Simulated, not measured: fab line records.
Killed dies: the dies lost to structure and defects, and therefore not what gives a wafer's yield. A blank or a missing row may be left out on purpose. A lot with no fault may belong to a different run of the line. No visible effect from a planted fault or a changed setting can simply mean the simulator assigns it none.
Chamber matching | flow n5Finfet | 4 sister chambers for N5_BEOL_M6_ETCH_61 on rieDiel-01
The step etches SiARC in CF4, target depth 45.5 nm, time 75.8 s. 4 wafers are shown with their chamber, then 9 later ones without.

## WAFERS WITH THEIR CHAMBER
wafer  | chamber | showerheadPlenumPTorr (Torr)
L087.6 | 0       | 2.15
L089.1 | 2       | 2.15
L089.4 | 1       | 2.17
L089.6 | 3       | 2.12

## WAFERS WHOSE CHAMBER IS MISSING
wafer  | showerheadPlenumPTorr (Torr)
L090.3 | 2.11
L090.4 | 2.15
L090.6 | 2.17
L092.3 | 2.17
L092.5 | 2.14
L092.6 | 2.11
L097.3 | 2.14
L097.4 | 2.16
L097.5 | 2.14

## CHAMBER TAKEN BY EACH
wafer  | from the rows above          | in truth
L090.3 | 3                            | 3
L090.4 | can't be placed: 0 or 2      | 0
L090.6 | 1                            | 1
L092.3 | 1                            | 1
L092.5 | can't be placed: 0 or 2 or 3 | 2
L092.6 | 3                            | 3
L097.3 | can't be placed: 0 or 2 or 3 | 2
L097.4 | can't be placed: 1 or 0 or 2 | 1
L097.5 | can't be placed: 0 or 2 or 3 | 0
4 of 9 placed correctly. Not placeable from these rows: 5 (in 5, the candidates include the true chamber). Placed wrongly: 0.
How it was worked out, from the rows above alone: a wafer's distance from a chamber is the root of the sum, over the readings, of the square of ((its reading less the chamber's mean) divided by the reading's scatter). The wafer belongs to the nearest chamber; if the next one is less than 2 further off, it can't be placed. A chamber's mean is the mean of its shown wafers. The scatter: root of mean squared gap, hidden wafer to nearest shown wafer, with one shown wafer a chamber.
